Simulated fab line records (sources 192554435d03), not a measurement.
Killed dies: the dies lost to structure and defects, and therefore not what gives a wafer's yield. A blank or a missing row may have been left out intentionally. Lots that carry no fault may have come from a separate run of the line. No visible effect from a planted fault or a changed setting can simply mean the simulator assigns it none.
Matching of chambers || flow n5_finfet || 4 sister chambers for N5_GATE_CUT_HM_OPEN_40 on rie_diel-06
The step chemistry C4F6/O2, target SiO2, target depth 139 nm, time 85.1 s. 20 wafers are shown with their chamber, then 10 later ones without.

## WAFERS PAIRED WITH THEIR CHAMBERS
{"wafer": "L074.4", "chamber": 1, "showerhead_plenum_p_Torr (Torr)": 2.63, "throttle_valve_pct (%)": 20.90, "drypump_motor_current_A (A)": 5.5}
{"wafer": "L074.5", "chamber": 3, "showerhead_plenum_p_Torr (Torr)": 2.99, "throttle_valve_pct (%)": 20.94, "drypump_motor_current_A (A)": 5.7}
{"wafer": "L074.6", "chamber": 0, "showerhead_plenum_p_Torr (Torr)": 2.95, "throttle_valve_pct (%)": 20.58, "drypump_motor_current_A (A)": 5.9}
{"wafer": "L077.1", "chamber": 2, "showerhead_plenum_p_Torr (Torr)": 2.89, "throttle_valve_pct (%)": 21.17, "drypump_motor_current_A (A)": 6.0}
{"wafer": "L077.3", "chamber": 0, "showerhead_plenum_p_Torr (Torr)": 2.95, "throttle_valve_pct (%)": 20.60, "drypump_motor_current_A (A)": 5.9}
{"wafer": "L077.5", "chamber": 2, "showerhead_plenum_p_Torr (Torr)": 2.89, "throttle_valve_pct (%)": 21.19, "drypump_motor_current_A (A)": 6.0}
{"wafer": "L078.2", "chamber": 0, "showerhead_plenum_p_Torr (Torr)": 2.95, "throttle_valve_pct (%)": 20.60, "drypump_motor_current_A (A)": 5.9}
{"wafer": "L078.4", "chamber": 3, "showerhead_plenum_p_Torr (Torr)": 2.98, "throttle_valve_pct (%)": 20.94, "drypump_motor_current_A (A)": 5.7}
{"wafer": "L078.5", "chamber": 0, "showerhead_plenum_p_Torr (Torr)": 2.95, "throttle_valve_pct (%)": 20.60, "drypump_motor_current_A (A)": 5.9}
{"wafer": "L079.1", "chamber": 2, "showerhead_plenum_p_Torr (Torr)": 2.89, "throttle_valve_pct (%)": 21.18, "drypump_motor_current_A (A)": 6.0}
{"wafer": "L079.2", "chamber": 1, "showerhead_plenum_p_Torr (Torr)": 2.63, "throttle_valve_pct (%)": 20.87, "drypump_motor_current_A (A)": 5.5}
{"wafer": "L079.6", "chamber": 3, "showerhead_plenum_p_Torr (Torr)": 2.98, "throttle_valve_pct (%)": 20.95, "drypump_motor_current_A (A)": 5.7}
{"wafer": "L081.3", "chamber": 1, "showerhead_plenum_p_Torr (Torr)": 2.63, "throttle_valve_pct (%)": 20.90, "drypump_motor_current_A (A)": 5.5}
{"wafer": "L081.4", "chamber": 3, "showerhead_plenum_p_Torr (Torr)": 2.98, "throttle_valve_pct (%)": 20.96, "drypump_motor_current_A (A)": 5.7}
{"wafer": "L081.5", "chamber": 1, "showerhead_plenum_p_Torr (Torr)": 2.63, "throttle_valve_pct (%)": 20.88, "drypump_motor_current_A (A)": 5.5}
{"wafer": "L083.1", "chamber": 3, "showerhead_plenum_p_Torr (Torr)": 2.98, "throttle_valve_pct (%)": 20.96, "drypump_motor_current_A (A)": 5.7}
{"wafer": "L083.5", "chamber": 2, "showerhead_plenum_p_Torr (Torr)": 2.89, "throttle_valve_pct (%)": 21.19, "drypump_motor_current_A (A)": 6.1}
{"wafer": "L083.6", "chamber": 3, "showerhead_plenum_p_Torr (Torr)": 2.98, "throttle_valve_pct (%)": 20.97, "drypump_motor_current_A (A)": 5.7}
{"wafer": "L084.1", "chamber": 0, "showerhead_plenum_p_Torr (Torr)": 2.94, "throttle_valve_pct (%)": 20.61, "drypump_motor_current_A (A)": 5.9}
{"wafer": "L084.3", "chamber": 1, "showerhead_plenum_p_Torr (Torr)": 2.63, "throttle_valve_pct (%)": 20.90, "drypump_motor_current_A (A)": 5.5}

SIGNATURES (means of the wafers above)
{"reading": "showerhead_plenum_p_Torr", "chamber 0": 2.9480, "chamber 1": 2.6300, "chamber 2": 2.8900, "chamber 3": 2.9817, "scatter within a chamber": 0.0032}
{"reading": "throttle_valve_pct", "chamber 0": 20.5980, "chamber 1": 20.8900, "chamber 2": 21.1825, "chamber 3": 20.9533, "scatter within a chamber": 0.012}
{"reading": "drypump_motor_current_A", "chamber 0": 5.900, "chamber 1": 5.500, "chamber 2": 6.025, "chamber 3": 5.700, "scatter within a chamber": 0.0217}
Rule: a wafer lies at a distance from a chamber equal to the root of the sum of squares, over the readings, of (its reading less the chamber's mean, divided by the reading's scatter). The wafer belongs to the nearest chamber; if the next one is less than 2 further off, it can't be placed. The scatter is the square root of a quotient: the sum, over the shown wafers, of each reading's squared deviation from its chamber's mean, divided by wafers minus chambers.

## WAFERS WITH NO CHAMBER GIVEN
{"wafer": "L084.6", "showerhead_plenum_p_Torr (Torr)": 2.89, "throttle_valve_pct (%)": 21.18, "drypump_motor_current_A (A)": 6.0}
{"wafer": "L088.1", "showerhead_plenum_p_Torr (Torr)": 2.97, "throttle_valve_pct (%)": 20.96, "drypump_motor_current_A (A)": 5.7}
{"wafer": "L088.2", "showerhead_plenum_p_Torr (Torr)": 2.63, "throttle_valve_pct (%)": 20.90, "drypump_motor_current_A (A)": 5.6}
{"wafer": "L088.5", "showerhead_plenum_p_Torr (Torr)": 2.88, "throttle_valve_pct (%)": 21.20, "drypump_motor_current_A (A)": 6.0}
{"wafer": "L089.1", "showerhead_plenum_p_Torr (Torr)": 2.88, "throttle_valve_pct (%)": 21.21, "drypump_motor_current_A (A)": 6.0}
{"wafer": "L089.3", "showerhead_plenum_p_Torr (Torr)": 2.94, "throttle_valve_pct (%)": 20.65, "drypump_motor_current_A (A)": 5.9}
{"wafer": "L089.4", "showerhead_plenum_p_Torr (Torr)": 2.62, "throttle_valve_pct (%)": 20.92, "drypump_motor_current_A (A)": 5.5}
{"wafer": "L094.1", "showerhead_plenum_p_Torr (Torr)": 2.88, "throttle_valve_pct (%)": 21.22, "drypump_motor_current_A (A)": 6.0}
{"wafer": "L094.5", "showerhead_plenum_p_Torr (Torr)": 2.93, "throttle_valve_pct (%)": 20.65, "drypump_motor_current_A (A)": 5.9}
{"wafer": "L094.6", "showerhead_plenum_p_Torr (Torr)": 2.62, "throttle_valve_pct (%)": 20.93, "drypump_motor_current_A (A)": 5.6}

## EACH ONE'S CHAMBER
{"wafer": "L084.6", "from the rows above": 2, "in truth": 2}
{"wafer": "L088.1", "from the rows above": 3, "in truth": 3}
{"wafer": "L088.2", "from the rows above": 1, "in truth": 1}
{"wafer": "L088.5", "from the rows above": 2, "in truth": 2}
{"wafer": "L089.1", "from the rows above": 2, "in truth": 2}
{"wafer": "L089.3", "from the rows above": 0, "in truth": 0}
{"wafer": "L089.4", "from the rows above": 1, "in truth": 1}
{"wafer": "L094.1", "from the rows above": 2, "in truth": 2}
{"wafer": "L094.5", "from the rows above": 0, "in truth": 0}
{"wafer": "L094.6", "from the rows above": 1, "in truth": 1}
Correct placement for 10 of the 10. Number that these rows cannot place: 0. Number placed wrongly: 0.
